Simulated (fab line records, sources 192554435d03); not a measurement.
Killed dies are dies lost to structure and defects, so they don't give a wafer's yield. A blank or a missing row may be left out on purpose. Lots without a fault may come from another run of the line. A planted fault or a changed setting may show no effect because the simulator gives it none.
fab line records | flow n5_finfet
record lots=7 wafers=39
route steps=1938 shown WELL_APT@33 DUMMY_GATE@250 SD_EPI_N@267 SD_ACTIVATION@331 GATE_CUT@469
start_h: hours from the record's first day to the start of the lot's first wafer shown | wait_h: hours since the lot's step before | " the same as in the row above | L1.1+2: a row that stands for several wafers | - no value, or no start given | * or withheld: withheld | < > ~ a bound
route shown NAME@n: a module of which the file shows steps, and the number in the route of the first | usual: mean/standard deviation of fault-free wafers | same: alike in all rows | chamber/n: place in a boat | sites: the reading at each site | _std_site: their standard deviation | _edge_site: outer sites' mean less inner sites' | radius_mm: how far each site lies from the wafer's centre | mask NAME#n: copy n | behind: the tool/chamber that last shaped the wafer | hold: why the lot was held/for how many hours/how that ended | device: the transistor (n, p or np) that didn't switch | end of line: the same wafers' tests at the end of the route | a step without rows: its recipe alone | killed: dies lost to structure and defects at the first sort, not the wafer's yield | map: a wafer's dies, x killed, . not, _ none there
set.NAME: the setting as run; set.NAME@STEP: as run at that earlier step | model.NAME: the simulator's own value behind a step, which no gauge read
lots whose settings were changed on purpose; a table a step, a row a wafer
## steps
# step N5_WELL_APT_IMPLANT_15
# recipe species=As energy_kev=25 dose_cm2=1.5e+13 tilt_deg=0 rotation_deg=0
# columns lot.wafer tool chamber start_h wait_h set.energy_kev model.implant.rp_nm model.implant.drp_nm
L078.1+3+4 implanter-02 0 38.17 0.1 25 18.07 8.457
L078.2+5+6 " 0 " " 26.58 18.92 8.834
L080.1+2+3 implanter-02 0 50.26 0.1 25 18.71 8.457
L080.4+5+6 " 0 " " 23.91 18.1 8.195
L081.1+3+4 implanter-01 0 56.16 0.1 21.21 17.1 7.535
L081.2+5+6 " 0 " " 25 19.31 8.457
L086.1+3+6 implanter-01 0 86.17 0.1 25 18.75 8.457
L089.1+4+5 implanter-01 0 104.92 0.1 25 18.72 8.457
L089.2+3+6 " 0 " " 28.79 20.81 9.357
L091.1+2+4 implanter-01 0 116.33 0.1 25 19.18 8.457
L091.3+5+6 " 0 " " 27.23 20.44 8.989
L095.1+2+3+4+5+6 implanter-01 0 139.93 0.1 25 18.7 8.457
# step N5_DUMMY_GATE_ETCH_42
# recipe chemistry=CHF3/O2 target=SiO2 target_depth_a=35 time_s=31 ion_energy_ev=30 bias_w=12 pressure_mtorr=30 source_w=600 Ar_flow_sccm=200 CHF3_flow_sccm=50 O2_flow_sccm=5
# usual rf_vpp_V=42.6/1.1
# columns lot.wafer tool chamber start_h wait_h set.bias_w rf_vpp_V
L078.1 rie_diel-02 2 78.05 0.0 12 43.3
L078.2 " 0 " " 13.07 45.6
L078.3 " 1 " " 13.07 45.1
L078.4 " 1 " " 12 43.0
L078.5 " 0 " " 13.07 45.8
L078.6 " 2 " " 12 42.4
L080.1 rie_diel-03 0 86.93 0.2 12 42.3
L080.2 " 3 " " 12 41.5
L080.3 " 2 " " 12 42.3
L080.4 " 1 " " 12 41.2
L080.5 " 1 " " 12 41.4
L080.6 " 2 " " 12 42.6
L081.1 rie_diel-02 3 90.59 0.0 12 43.8
L081.2 " 0 " " 12 43.2
L081.3 " 1 " " 10.43 40.6
L081.4 " 1 " " 10.43 38.1
L081.5 " 0 " " 10.43 39.6
L081.6 " 3 " " 12 43.2
L086.1 rie_diel-02 1 120.33 0.0 12 43.4
L086.3 " 0 " " 12 43.0
L086.6 " 3 " " 12 43.1
L089.1 rie_diel-03 3 140.12 0.0 12 42.2
L089.2 " 1 " " 13.71 45.6
L089.3 " 2 " " 12 43.1
L089.4 " 0 " " 13.71 46.9
L089.5 " 1 " " 13.71 43.5
L089.6 " 2 " " 12 41.9
L091.1 rie_diel-04 1 152.66 0.0 10.32 39.8
L091.2 " 0 " " 12 44.9
L091.3 " 2 " " 10.32 38.5
L091.4 " 3 " " 10.32 38.7
L091.5 " 3 " " 12 42.0
L091.6 " 2 " " 12 43.9
L095.1 rie_diel-04 1 174.11 0.1 12 42.9
L095.2 " 3 " " 10.75 38.6
L095.3 " 2 " " 10.75 39.2
L095.4 " 0 " " 10.75 38.9
L095.5 " 0 " " 12 43.6
L095.6 " 3 " " 12 43.6
# step N5_SD_EPI_N_EXPOSE_06
# recipe mask_id=SD_N_BLK na=1.35 source_shape=conventional sigma_outer=0.8 polarization=unpolarized target_cd_nm=120 dose_mj=39.75
# columns lot.wafer tool chamber start_h wait_h mask set.dose_mj
L078.1+2+3+4+5+6 arfi_scanner-03 0 79.05 - SD_N_BLK#0 39.75
L080.1+2+3+4+5+6 arfi_scanner-02 0 88.04 - SD_N_BLK#0 39.75
L081.1+3+5 arfi_scanner-02 0 91.58 - SD_N_BLK#0 38.51
L081.2+4+6 " 0 " " SD_N_BLK#0 39.75
L086.1+3+6 arfi_scanner-02 0 121.44 - SD_N_BLK#0 39.75
L089.1+3+4 arfi_scanner-03 0 142.59 - SD_N_BLK#0 39.75
L089.2+5+6 " 0 " " SD_N_BLK#0 38.48
L091.1+2+3 arfi_scanner-03 0 153.65 - SD_N_BLK#0 42.68
L091.4+5+6 " 0 " " SD_N_BLK#0 39.75
L095.1+2+6 arfi_scanner-03 0 175.86 - SD_N_BLK#0 39.75
L095.3+4+5 " 0 " " SD_N_BLK#0 36.69
# step N5_SD_EPI_N_PEB_07
# recipe peb_temp_c=110 peb_time_s=60 resist=CAR-ArF-block
# step N5_SD_EPI_N_DEVELOP_08
# recipe develop_time_s=30 developer=TMAH resist=CAR-ArF-block dev_temp_c=23 rinse_liquid=diw dry=air_spin
# step N5_SD_EPI_N_CD_MEAS_09
# recipe target_cd_nm=120 landing_energy_ev=500 detector=se_inlens
# usual cd_nm=120.1/0.61
# columns lot.wafer tool chamber start_h wait_h set.dose_mj@SD_EPI_N_EXPOSE_06 cd_nm
L078.1 cd_sem-01 0 79.18 - 39.75 119.8
L078.2 " 0 " " 39.75 120.4
L078.3 " 0 " " 39.75 120.1
L078.4 " 0 " " 39.75 120.5
L078.5 " 0 " " 39.75 119.6
L078.6 " 0 " " 39.75 119.5
L080.1 cd_sem-02 0 88.16 - 39.75 119.3
L080.2 " 0 " " 39.75 120.9
L080.3 " 0 " " 39.75 120.5
L080.4 " 0 " " 39.75 119.6
L080.5 " 0 " " 39.75 120.7
L080.6 " 0 " " 39.75 119.9
L081.1 cd_sem-01 0 91.70 - 38.51 117.9
L081.2 " 0 " " 39.75 120.6
L081.3 " 0 " " 38.51 118.2
L081.4 " 0 " " 39.75 119.8
L081.5 " 0 " " 38.51 117.9
L081.6 " 0 " " 39.75 120.0
L086.1 cd_sem-03 0 121.57 - 39.75 119.3
L086.3 " 0 " " 39.75 120.4
L086.6 " 0 " " 39.75 120.8
L089.1 cd_sem-02 0 142.71 - 39.75 120.2
L089.2 " 0 " " 38.48 118.3
L089.3 " 0 " " 39.75 119.7
L089.4 " 0 " " 39.75 120.0
L089.5 " 0 " " 38.48 118.5
L089.6 " 0 " " 38.48 118.0
L091.1 cd_sem-02 0 153.78 - 42.68 124.6
L091.2 " 0 " " 42.68 125.1
L091.3 " 0 " " 42.68 125.5
L091.4 " 0 " " 39.75 120.9
L091.5 " 0 " " 39.75 121.0
L091.6 " 0 " " 39.75 120.4
L095.1 cd_sem-01 0 175.99 - 39.75 121.1
L095.2 " 0 " " 39.75 119.8
L095.3 " 0 " " 36.69 113.3
L095.4 " 0 " " 36.69 114.4
L095.5 " 0 " " 36.69 114.6
L095.6 " 0 " " 39.75 119.3
# step N5_SD_EPI_N_DESCUM_14
# recipe chemistry=O2 time_s=7.9 source_power_w=50 bias_power_w=20 pressure_mtorr=20 rf_frequency_hz=2.712e+07 temp_c=40 resist=CAR-ArF-block o2_flow_sccm=225
# columns lot.wafer tool chamber start_h wait_h set.dose_mj@SD_EPI_N_EXPOSE_06 model.SD_EPI_N.cd_nm
L078.1 rie_diel-06 1 79.48 0.3 39.75 119.8
L078.2 " 2 " " 39.75 120
L078.3 " 0 " " 39.75 120.2
L078.4 " 3 " " 39.75 120.4
L078.5 " 1 " " 39.75 119.4
L078.6 " 0 " " 39.75 119.2
L080.1 rie_diel-01 2 88.25 0.0 39.75 119.4
L080.2 " 3 " " 39.75 120.8
L080.3 " 0 " " 39.75 120.4
L080.4 " 1 " " 39.75 119.2
L080.5 " 2 " " 39.75 120.6
L080.6 " 1 " " 39.75 119.8
L081.1+3+5 rie_diel-06 1,2,1 91.79 0.0 38.51 118
L081.2 " 0 " " 39.75 120.6
L081.4+6 " 3,0 " " 39.75 119.8
L086.1 rie_diel-01 2 121.65 0.0 39.75 119.6
L086.3 " 0 " " 39.75 120.4
L086.6 " 3 " " 39.75 120.6
L089.1 rie_diel-05 3 142.80 0.0 39.75 120.2
L089.2+5 " 0,2 " " 38.48 118.2
L089.3 " 2 " " 39.75 119.8
L089.4 " 0 " " 39.75 120
L089.6 " 3 " " 38.48 118
L091.1 rie_diel-01 3 153.91 0.1 42.68 124.6
L091.2 " 0 " " 42.68 125.2
L091.3 " 2 " " 42.68 125.4
L091.4+5+6 " 1,1,2 " " 39.75 120.6
L095.1 rie_diel-01 0 176.08 0.0 39.75 121.2
L095.2 " 2 " " 39.75 119.8
L095.3 " 3 " " 36.69 113.4
L095.4 " 1 " " 36.69 114.2
L095.5 " 3 " " 36.69 114.4
L095.6 " 2 " " 39.75 119.4
# step N5_SD_EPI_N_ETCH_34
# recipe chemistry=CF4 target=SiARC target_depth_a=455 mask_material=CAR-ArF-block time_s=75.8 ion_energy_ev=80 pressure_mtorr=40 source_w=545 bias_w=36 Ar_flow_sccm=100 cf4_flow_sccm=100 ends=cleared
# step N5_SD_EPI_N_ETCH_35
# recipe chemistry=N2/H2 target=SOC overetch_a=1080 mask_material=SiARC temp_c=40 ion_energy_ev=100 source_w=3000 bias_w=133 pressure_mtorr=20 time_s=486 n2_flow_sccm=200 h2_flow_sccm=200
# columns lot.wafer tool chamber start_h wait_h set.dose_mj@SD_EPI_N_EXPOSE_06 model.SD_EPI_N.cd_nm
L078.1 rie_diel-06 1 79.57 0.0 39.75 120.6
L078.2+5 " 2,1 " " 39.75 120.4
L078.3 " 0 " " 39.75 122.2
L078.4 " 3 " " 39.75 121
L078.6 " 0 " " 39.75 120.2
L080.1 rie_diel-01 2 88.34 0.0 39.75 120
L080.2 " 3 " " 39.75 120.6
L080.3+6 " 0,1 " " 39.75 119.6
L080.4 " 1 " " 39.75 119.4
L080.5 " 2 " " 39.75 122.2
L081.1 rie_diel-06 1 91.88 0.0 38.51 119.2
L081.2 " 0 " " 39.75 121.2
L081.3+5 " 2,1 " " 38.51 118.4
L081.4 " 3 " " 39.75 120.4
L081.6 " 0 " " 39.75 121
L086.1 rie_diel-01 2 121.75 0.0 39.75 119.8
L086.3 " 0 " " 39.75 118.4
L086.6 " 3 " " 39.75 121
L089.1 rie_diel-05 3 142.89 0.0 39.75 119.4
L089.2 " 0 " " 38.48 117.8
L089.3 " 2 " " 39.75 120.4
L089.4 " 0 " " 39.75 119.2
L089.5+6 " 2,3 " " 38.48 118.6
L091.1+3 rie_diel-01 3,2 154.00 0.0 42.68 125.6
L091.2 " 0 " " 42.68 123.8
L091.4 " 1 " " 39.75 119.6
L091.5 " 1 " " 39.75 120
L091.6 " 2 " " 39.75 120.6
L095.1 rie_diel-01 0 176.17 0.0 39.75 120.2
L095.2 " 2 " " 39.75 119.6
L095.3 " 3 " " 36.69 114.2
L095.4 " 1 " " 36.69 112.8
L095.5 " 3 " " 36.69 114.4
L095.6 " 2 " " 39.75 120.4
# step N5_SD_EPI_N_STRIP_36
# recipe chemistry=N2/H2 temp_c=40 n2_flow_sccm=200 h2_flow_sccm=200 rf_frequency_hz=6e+07
# step N5_SD_EPI_N_ETCHBACK_44
# recipe chemistry=CH3F/O2 mode=anisotropic_etchback target=SiNx target_depth_a=145 stop_on=SiO2 over_etch_frac=0.3 ion_energy_ev=120 pressure_mtorr=30 source_w=395 bias_w=73 Ar_flow_sccm=150 CH3F_flow_sccm=30 O2_flow_sccm=20
# columns lot.wafer tool chamber start_h wait_h set.dose_mj@SD_EPI_N_EXPOSE_06 model.SD_EPI_N.cd_nm
L078.1 rie_diel-06 1 79.90 0.0 39.75 120.6
L078.2+5 " 2,1 " " 39.75 120.4
L078.3 " 0 " " 39.75 122.2
L078.4 " 3 " " 39.75 121
L078.6 " 0 " " 39.75 120.2
L080.1 rie_diel-01 2 88.67 0.0 39.75 120
L080.2 " 3 " " 39.75 120.6
L080.3+4+6 " 0,1,1 " " 39.75 119.6
L080.5 " 2 " " 39.75 122.2
L081.1 rie_diel-06 1 92.20 0.0 38.51 119
L081.2 " 0 " " 39.75 121.2
L081.3+5 " 2,1 " " 38.51 118.4
L081.4 " 3 " " 39.75 120.2
L081.6 " 0 " " 39.75 121
L086.1 rie_diel-01 2 122.07 0.0 39.75 119.8
L086.3 " 0 " " 39.75 118.6
L086.6 " 3 " " 39.75 121.2
L089.1 rie_diel-05 3 143.22 0.0 39.75 119.4
L089.2 " 0 " " 38.48 117.8
L089.3 " 2 " " 39.75 120.4
L089.4 " 0 " " 39.75 119.2
L089.5 " 2 " " 38.48 118.6
L089.6 " 3 " " 38.48 118.4
L091.1+3 rie_diel-01 3,2 154.33 0.0 42.68 125.6
L091.2 " 0 " " 42.68 124
L091.4 " 1 " " 39.75 119.8
L091.5 " 1 " " 39.75 120
L091.6 " 2 " " 39.75 120.6
L095.1 rie_diel-01 0 176.49 0.0 39.75 120.2
L095.2 " 2 " " 39.75 119.6
L095.3+5 " 3 " " 36.69 114.4
L095.4 " 1 " " 36.69 112.8
L095.6 " 2 " " 39.75 120.4
# step N5_SD_EPI_N_ETCH_45
# recipe chemistry=CH3F/O2 target=SiOCN target_depth_a=60 mask_material=SOC ion_energy_ev=60 bias_w=29 pressure_mtorr=15 source_w=410 Ar_flow_sccm=150 CH3F_flow_sccm=30 O2_flow_sccm=20
# step N5_SD_EPI_N_ETCH_16
# recipe chemistry=CHF3/O2 target=SiO2 target_depth_a=50 mask_material=SOC pressure_mtorr=30 source_w=650 bias_w=170 Ar_flow_sccm=200 CHF3_flow_sccm=50 O2_flow_sccm=5 ion_energy_ev=200
# step N5_SD_EPI_N_STRIP_47
# recipe chemistry=CHF3/O2 resist=SiARC rf_frequency_hz=6e+07
# step N5_SD_EPI_N_SD_RECESS_17
# recipe chemistry=HBr/Cl2/O2 target_depth_a=410 mask_material=SOC time_s=23.7 bt_time_s=3 pressure_mtorr=10 icp_w=800 bias_w=112 HBr_flow_sccm=150 Cl2_flow_sccm=80 O2_flow_sccm=12
# columns lot.wafer tool chamber start_h wait_h set.dose_mj@SD_EPI_N_EXPOSE_06 model.SD_EPI_N.cd_nm
L078.1 rie_si-06 0 80.17 0.0 39.75 120.6
L078.2 " 3 " " 39.75 120.2
L078.3 " 2 " " 39.75 122.2
L078.4 " 1 " " 39.75 121.2
L078.5+6 " 1,0 " " 39.75 120.4
L080.1 rie_si-04 0 88.94 0.0 39.75 120.2
L080.2 " 2 " " 39.75 120.6
L080.3+4+6 " 1,3,2 " " 39.75 119.6
L080.5 " 1 " " 39.75 122.4
L081.1 rie_si-04 2 92.47 0.0 38.51 119
L081.2+6 " 3,0 " " 39.75 121.2
L081.3 " 1 " " 38.51 118.6
L081.4 " 0 " " 39.75 120.4
L081.5 " 3 " " 38.51 118.4
L086.1 rie_si-06 0 122.34 0.0 39.75 120
L086.3 " 2 " " 39.75 118.6
L086.6 " 2 " " 39.75 121
L089.1+4 rie_si-06 2,1 143.49 0.0 39.75 119.4
L089.2 " 0 " " 38.48 117.8
L089.3 " 3 " " 39.75 120.2
L089.5 " 1 " " 38.48 118.6
L089.6 " 0 " " 38.48 118.2
L091.1 rie_si-01 0 154.60 0.0 42.68 125.6
L091.2 " 3 " " 42.68 124
L091.3 " 1 " " 42.68 125.8
L091.4 " 2 " " 39.75 119.8
L091.5 " 0 " " 39.75 120
L091.6 " 3 " " 39.75 120.8
L095.1 rie_si-04 2 176.76 0.0 39.75 120
L095.2 " 0 " " 39.75 119.8
L095.3 " 1 " " 36.69 114.2
L095.4 " 3 " " 36.69 112.8
L095.5 " 2 " " 36.69 114
L095.6 " 1 " " 39.75 120.4
# step N5_SD_ACTIVATION_LSA_01
# recipe temp_c=1080 time_s=0.0008 ambient=N2
# usual wafer_temp_C_max=1084.7/0.85
# columns lot.wafer tool chamber start_h wait_h set.temp_c wafer_temp_C_max
L078.1 laser_anneal-01 0 89.51 0.2 1072 1077.0
L078.2 " 0 " " 1072 1077.0
L078.3 " 0 " " 1080 1084.5
L078.4 " 0 " " 1080 1084.9
L078.5 " 0 " " 1080 1083.9
L078.6 " 0 " " 1072 1075.0
L080.1 laser_anneal-01 0 98.36 0.2 1090 1095.2
L080.2 " 0 " " 1080 1085.1
L080.3 " 0 " " 1090 1095.9
L080.4 " 0 " " 1080 1085.6
L080.5 " 0 " " 1080 1085.1
L080.6 " 0 " " 1090 1093.8
L081.1 laser_anneal-02 0 101.28 0.2 1064 1069.6
L081.2 " 0 " " 1080 1083.9
L081.3 " 0 " " 1064 1068.3
L081.4 " 0 " " 1080 1084.2
L081.5 " 0 " " 1080 1084.9
L081.6 " 0 " " 1064 1068.8
L086.1 laser_anneal-02 0 130.61 0.2 1080 1086.0
L086.3 " 0 " " 1080 1086.5
L086.6 " 0 " " 1080 1085.5
L089.1 laser_anneal-01 0 151.40 0.2 1080 1085.0
L089.2 " 0 " " 1080 1084.7
L089.3 " 0 " " 1080 1084.6
L089.4 " 0 " " 1080 1084.1
L089.5 " 0 " " 1080 1084.8
L089.6 " 0 " " 1080 1084.8
L091.1 laser_anneal-02 0 164.04 0.2 1080 1084.0
L091.2 " 0 " " 1080 1082.9
L091.3 " 0 " " 1080 1086.0
L091.4 " 0 " " 1080 1085.4
L091.5 " 0 " " 1080 1084.2
L091.6 " 0 " " 1080 1086.1
L095.1 laser_anneal-01 0 184.51 0.2 1066 1070.5
L095.2 " 0 " " 1066 1070.3
L095.3 " 0 " " 1080 1085.1
L095.4 " 0 " " 1080 1084.8
L095.5 " 0 " " 1066 1071.0
L095.6 " 0 " " 1080 1083.8
# step N5_SD_ACTIVATION_RS_MEAS_03
# recipe thk_meas_gauge=four-point-probe
# usual RS_SD_N=21.9/0.34 RS_SD_P=55.9/0.85
# columns lot.wafer tool chamber start_h wait_h set.temp_c@SD_ACTIVATION_LSA_01 RS_SD_N[ohm/sq] RS_SD_P[ohm/sq]
L078.1 film_metro-01 - 89.71 0.2 1072 23.0 56.9
L078.2 " - " " 1072 23.0 56.0
L078.3 " - " " 1080 21.9 55.6
L078.4 " - " " 1080 22.0 55.2
L078.5 " - " " 1080 21.9 55.6
L078.6 " - " " 1072 23.0 55.8
L080.1 film_metro-02 - 98.57 0.2 1090 21.1 56.8
L080.2 " - " " 1080 22.8 55.9
L080.3 " - " " 1090 21.3 54.8
L080.4 " - " " 1080 22.4 56.6
L080.5 " - " " 1080 22.6 56.1
L080.6 " - " " 1090 21.0 55.2
L081.1 film_metro-02 - 101.49 0.2 1064 24.1 55.6
L081.2 " - " " 1080 22.2 55.5
L081.3 " - " " 1064 24.0 56.6
L081.4 " - " " 1080 22.0 55.8
L081.5 " - " " 1080 22.1 55.9
L081.6 " - " " 1064 23.5 56.1
L086.1 film_metro-02 - 130.81 0.2 1080 21.8 57.1
L086.3 " - " " 1080 22.0 57.1
L086.6 " - " " 1080 21.8 56.7
L089.1 film_metro-02 - 151.60 0.2 1080 21.8 56.3
L089.2 " - " " 1080 22.2 56.3
L089.3 " - " " 1080 22.1 56.9
L089.4 " - " " 1080 22.1 55.5
L089.5 " - " " 1080 22.0 55.9
L089.6 " - " " 1080 22.2 55.5
L091.1 film_metro-01 - 164.24 0.2 1080 21.9 56.2
L091.2 " - " " 1080 22.0 54.2
L091.3 " - " " 1080 21.5 54.6
L091.4 " - " " 1080 22.2 53.5
L091.5 " - " " 1080 21.9 54.8
L091.6 " - " " 1080 21.7 55.2
L095.1 film_metro-01 - 184.72 0.2 1066 24.3 56.5
L095.2 " - " " 1066 25.0 55.9
L095.3 " - " " 1080 22.8 56.0
L095.4 " - " " 1080 22.5 55.2
L095.5 " - " " 1066 23.4 56.0
L095.6 " - " " 1080 22.3 56.1
# step N5_GATE_CUT_ETCH_58
# recipe chemistry=CH3F/O2 target=SiNx target_depth_a=170 time_s=128.6 ion_energy_ev=50 pressure_mtorr=30 source_w=415 bias_w=21 Ar_flow_sccm=150 CH3F_flow_sccm=30 O2_flow_sccm=20
# usual rf_vpp_V=99.5/0.88
# columns lot.wafer tool chamber start_h wait_h set.source_w rf_vpp_V
L078.1 rie_diel-03 0 111.99 0.1 415 99.4
L078.2 " 2 " " 415 100.9
L078.3 " 1 " " 415 98.8
L078.4 " 3 " " 415 101.1
L078.5 " 0 " " 415 98.7
L078.6 " 1 " " 415 99.1
L080.1 rie_diel-02 1 119.86 0.1 353.7 105.3
L080.2 " 2 " " 415 99.5
L080.3 " 0 " " 415 99.3
L080.4 " 3 " " 353.7 105.6
L080.5 " 2 " " 353.7 104.3
L080.6 " 3 " " 415 102.0
L081.1 rie_diel-03 2 124.45 0.1 415 99.7
L081.2 " 0 " " 415 100.1
L081.3 " 1 " " 344 104.2
L081.4 " 3 " " 415 100.5
L081.5 " 1 " " 344 104.8
L081.6 " 2 " " 344 105.8
L086.1 rie_diel-03 2 153.79 0.3 415 98.7
L086.3 " 1 " " 415 98.9
L086.6 " 3 " " 415 98.9
L089.1 rie_diel-03 1 173.25 0.1 385 100.1
L089.2 " 3 " " 385 102.6
L089.3 " 2 " " 415 100.2
L089.4 " 0 " " 415 97.6
L089.5 " 2 " " 415 99.4
L089.6 " 3 " " 385 102.8
L091.1 rie_diel-03 2 185.29 0.0 415 98.7
L091.2 " 1 " " 415 100.2
L091.3 " 0 " " 415 100.0
L091.4 " 3 " " 415 100.2
L091.5 " 2 " " 415 101.3
L091.6 " 3 " " 415 99.8
L095.1 rie_diel-04 1 206.96 0.0 415 101.0
L095.2 " 2 " " 440.7 97.5
L095.3 " 3 " " 440.7 97.7
L095.4 " 0 " " 415 100.6
L095.5 " 3 " " 415 98.9
L095.6 " 0 " " 440.7 96.8
## key
split step=N5_WELL_APT_IMPLANT_15 setting=energy_kev stated=25 by=wafer
response step=N5_WELL_APT_IMPLANT_15 reading=model.implant.rp_nm change=+0.141 per=1% r=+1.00
response step=N5_WELL_APT_IMPLANT_15 reading=model.implant.drp_nm change=+0.06 per=1% r=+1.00
split step=N5_DUMMY_GATE_ETCH_42 setting=bias_w stated=12 by=wafer
response step=N5_DUMMY_GATE_ETCH_42 reading=rf_vpp_V change=+0.3 per=1% r=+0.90
split step=N5_SD_EPI_N_EXPOSE_06 setting=dose_mj stated=39.75 by=wafer
response step=N5_SD_EPI_N_CD_MEAS_09 reading=cd_nm change=+0.673 per=1% r=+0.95
response step=N5_SD_EPI_N_DESCUM_14 reading=model.SD_EPI_N.cd_nm change=+0.693 per=1% r=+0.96
response step=N5_SD_EPI_N_ETCH_35 reading=model.SD_EPI_N.cd_nm change=+0.717 per=1% r=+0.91
response step=N5_SD_EPI_N_ETCHBACK_44 reading=model.SD_EPI_N.cd_nm change=+0.715 per=1% r=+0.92
response step=N5_SD_EPI_N_SD_RECESS_17 reading=model.SD_EPI_N.cd_nm change=+0.729 per=1% r=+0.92
split step=N5_SD_ACTIVATION_LSA_01 setting=temp_c stated=1080 by=wafer
response step=N5_SD_ACTIVATION_LSA_01 reading=wafer_temp_C_max change=* per=1% r=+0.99
response step=N5_SD_ACTIVATION_RS_MEAS_03 reading=RS_SD_N change=-1.31 per=1% r=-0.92
split step=N5_GATE_CUT_ETCH_58 setting=source_w stated=415 by=wafer
response step=N5_GATE_CUT_ETCH_58 reading=rf_vpp_V change=-0.317 per=1% r=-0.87
